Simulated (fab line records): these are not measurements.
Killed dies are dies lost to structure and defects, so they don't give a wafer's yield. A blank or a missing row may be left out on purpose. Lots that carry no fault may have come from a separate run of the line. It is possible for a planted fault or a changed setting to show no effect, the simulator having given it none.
Which tool did it? / flow n5_finfet / 24 lots with 72 wafers sampled at 3 steps, on a route of 1938 steps

## WHAT THE GAUGES SHOWED, per wafer
N5_WELL_APT_INSPECT_10: inspects for defects (macro).
lot=L074; measured=day 1 13:47; on=defect_inspect-02; raw_defect_count=2 3 0
lot=L075; measured=day 1 19:45; on=defect_inspect-02; raw_defect_count=1 2 3
lot=L076; measured=day 2 01:58; on=defect_inspect-02; raw_defect_count=1 1 2
lot=L077; measured=day 2 07:54; on=defect_inspect-01; raw_defect_count=2 7 1
lot=L078; measured=day 2 14:13; on=defect_inspect-01; raw_defect_count=3 4 4
lot=L079; measured=day 2 19:37; on=defect_inspect-01; raw_defect_count=5 2 1
lot=L080; measured=day 3 01:46; on=defect_inspect-02; raw_defect_count=3 1 5
lot=L081; measured=day 3 07:46; on=defect_inspect-02; raw_defect_count=7 2 2
lot=L082; measured=day 3 13:40; on=defect_inspect-01; raw_defect_count=3 3 2
lot=L083; measured=day 3 19:44; on=defect_inspect-02; raw_defect_count=4 1 0
lot=L084; measured=day 4 01:45; on=defect_inspect-02; raw_defect_count=0 1 1
lot=L085; measured=day 4 07:54; on=defect_inspect-01; raw_defect_count=4 1 3
lot=L086; measured=day 4 14:00; on=defect_inspect-02; raw_defect_count=2 2 1
lot=L087; measured=day 4 19:59; on=defect_inspect-02; raw_defect_count=0 1 0
lot=L088; measured=day 5 01:55; on=defect_inspect-02; raw_defect_count=2 4 2
lot=L089; measured=day 5 07:52; on=defect_inspect-01; raw_defect_count=2 1 4
lot=L090; measured=day 5 13:47; on=defect_inspect-02; raw_defect_count=3 2 1
lot=L091; measured=day 5 19:44; on=defect_inspect-02; raw_defect_count=1 1 3
lot=L092; measured=day 6 01:39; on=defect_inspect-01; raw_defect_count=3 3 2
lot=L093; measured=day 6 07:51; on=defect_inspect-02; raw_defect_count=1 0 5
lot=L094; measured=day 6 13:47; on=defect_inspect-01; raw_defect_count=2 1 4
lot=L095; measured=day 6 19:46; on=defect_inspect-01; raw_defect_count=2 5 6
lot=L096; measured=day 7 01:52; on=defect_inspect-02; raw_defect_count=3 2 1
lot=L097; measured=day 7 07:44; on=defect_inspect-02; raw_defect_count=1 1 4

N5_WELL_APT_INSPECT_27: inspects for defects (macro).
lot=L074; measured=day 1 15:10; on=defect_inspect-02; raw_defect_count=1 1 4
lot=L075; measured=day 1 21:15; on=defect_inspect-02; raw_defect_count=0 3 2
lot=L076; measured=day 2 03:05; on=defect_inspect-02; raw_defect_count=1 1 3
lot=L077; measured=day 2 09:28; on=defect_inspect-01; raw_defect_count=2 3 2
lot=L078; measured=day 2 15:20; on=defect_inspect-01; raw_defect_count=0 5 3
lot=L079; measured=day 2 20:50; on=defect_inspect-02; raw_defect_count=2 2 0
lot=L080; measured=day 3 02:53; on=defect_inspect-02; raw_defect_count=4 2 5
lot=L081; measured=day 3 09:02; on=defect_inspect-01; raw_defect_count=0 2 1
lot=L082; measured=day 3 15:14; on=defect_inspect-01; raw_defect_count=1 4 2
lot=L083; measured=day 3 20:53; on=defect_inspect-01; raw_defect_count=2 0 2
lot=L084; measured=day 4 03:17; on=defect_inspect-01; raw_defect_count=1 3 3
lot=L085; measured=day 4 09:23; on=defect_inspect-02; raw_defect_count=2 4 0
lot=L086; measured=day 4 15:24; on=defect_inspect-01; raw_defect_count=1 2 5
lot=L087; measured=day 4 21:23; on=defect_inspect-02; raw_defect_count=2 2 1
lot=L088; measured=day 5 03:10; on=defect_inspect-01; raw_defect_count=4 3 1
lot=L089; measured=day 5 08:59; on=defect_inspect-01; raw_defect_count=1 0 2
lot=L090; measured=day 5 15:43; on=defect_inspect-02; raw_defect_count=2 1 5
lot=L091; measured=day 5 21:12; on=defect_inspect-02; raw_defect_count=2 3 2
lot=L092; measured=day 6 03:55; on=defect_inspect-01; raw_defect_count=6 2 0
lot=L093; measured=day 6 09:58; on=defect_inspect-01; raw_defect_count=2 3 4
lot=L094; measured=day 6 15:20; on=defect_inspect-02; raw_defect_count=4 0 1
lot=L095; measured=day 6 20:54; on=defect_inspect-01; raw_defect_count=1 1 2
lot=L096; measured=day 7 03:08; on=defect_inspect-01; raw_defect_count=6 2 2
lot=L097; measured=day 7 09:13; on=defect_inspect-02; raw_defect_count=1 2 4

N5_PMOS_HMC_CHANNEL_EPI_CD_MEAS_09: the cd target is 237.4 nm.
lot=L074; measured=day 1 17:34; on=cd_sem-01; cd_nm (nm)=237.5 236.8 237.8
lot=L075; measured=day 1 23:45; on=cd_sem-02; cd_nm (nm)=236.0 237.0 237.1
lot=L076; measured=day 2 05:59; on=cd_sem-02; cd_nm (nm)=236.4 236.0 237.3
lot=L077; measured=day 2 11:55; on=cd_sem-01; cd_nm (nm)=236.4 236.0 237.4
lot=L078; measured=day 2 20:10; on=cd_sem-02; cd_nm (nm)=237.5 237.6 237.1
lot=L079; measured=day 2 23:28; on=cd_sem-03; cd_nm (nm)=237.5 237.2 237.7
lot=L080; measured=day 3 05:09; on=cd_sem-01; cd_nm (nm)=236.6 237.1 236.4
lot=L081; measured=day 3 11:46; on=cd_sem-01; cd_nm (nm)=237.9 239.7 237.4
lot=L082; measured=day 3 17:37; on=cd_sem-02; cd_nm (nm)=237.6 237.6 237.1
lot=L083; measured=day 4 00:08; on=cd_sem-01; cd_nm (nm)=236.9 236.2 237.4
lot=L084; measured=day 4 05:31; on=cd_sem-02; cd_nm (nm)=235.8 236.7 236.8
lot=L085; measured=day 4 12:17; on=cd_sem-03; cd_nm (nm)=236.6 236.5 237.7
lot=L086; measured=day 4 18:28; on=cd_sem-01; cd_nm (nm)=238.2 238.3 236.7
lot=L087; measured=day 4 23:49; on=cd_sem-03; cd_nm (nm)=235.3 235.8 236.8
lot=L088; measured=day 5 05:28; on=cd_sem-03; cd_nm (nm)=237.5 238.4 238.6
lot=L089; measured=day 5 11:19; on=cd_sem-02; cd_nm (nm)=237.2 236.6 235.8
lot=L090; measured=day 5 18:33; on=cd_sem-03; cd_nm (nm)=237.3 235.9 236.4
lot=L091; measured=day 5 23:35; on=cd_sem-03; cd_nm (nm)=235.5 236.5 235.9
lot=L092; measured=day 6 07:51; on=cd_sem-03; cd_nm (nm)=237.7 237.4 237.1
lot=L093; measured=day 6 13:17; on=cd_sem-03; cd_nm (nm)=238.3 237.4 237.9
lot=L094; measured=day 6 17:20; on=cd_sem-01; cd_nm (nm)=238.0 238.6 238.3
lot=L095; measured=day 6 22:53; on=cd_sem-02; cd_nm (nm)=235.7 236.3 236.6
lot=L096; measured=day 7 05:22; on=cd_sem-02; cd_nm (nm)=236.7 237.5 236.2
lot=L097; measured=day 7 11:28; on=cd_sem-02; cd_nm (nm)=234.6 235.7 235.5

## WHAT TOOL EACH LOT RAN ON (gives the tool, then ch and the chambers of the sampled wafers, and finally the start)
The record holds no process step before these readings.

## WHAT THE TOOLS THEMSELVES READ (means of the sampled wafers that have a number; where no wafer has one, the mark that the record gives instead)
The record holds no such reading with a usual standard deviation.

## THE ANSWER, worked out from the rows above alone
Rule: the usual values come from the lots themselves. Put in order of their means at a reading, lots are off if they are a third of the lots or fewer, leave a main group of 4 or more, and stand apart from it by a gap of 3 or more times the standard deviation of the main group's means; of several such gaps the widest counts. Not used: any main group whose means are identical at the precision the tables above print for the reading. Also off: a lot with no number at a reading for which 4 or more lots have one. All remaining lots with rows at the step are treated as sound. The gauges are gone through in route order, then the tools' own readings, and for those a lot's mean is taken as printed above. The first step at which some lot is off is used, and at that step the reading that is off furthest; a lot without a number counts as furthest.
No lot is off at any reading shown: from this, nothing can be told.

## WHAT THE SIMULATOR HAD PUT IN
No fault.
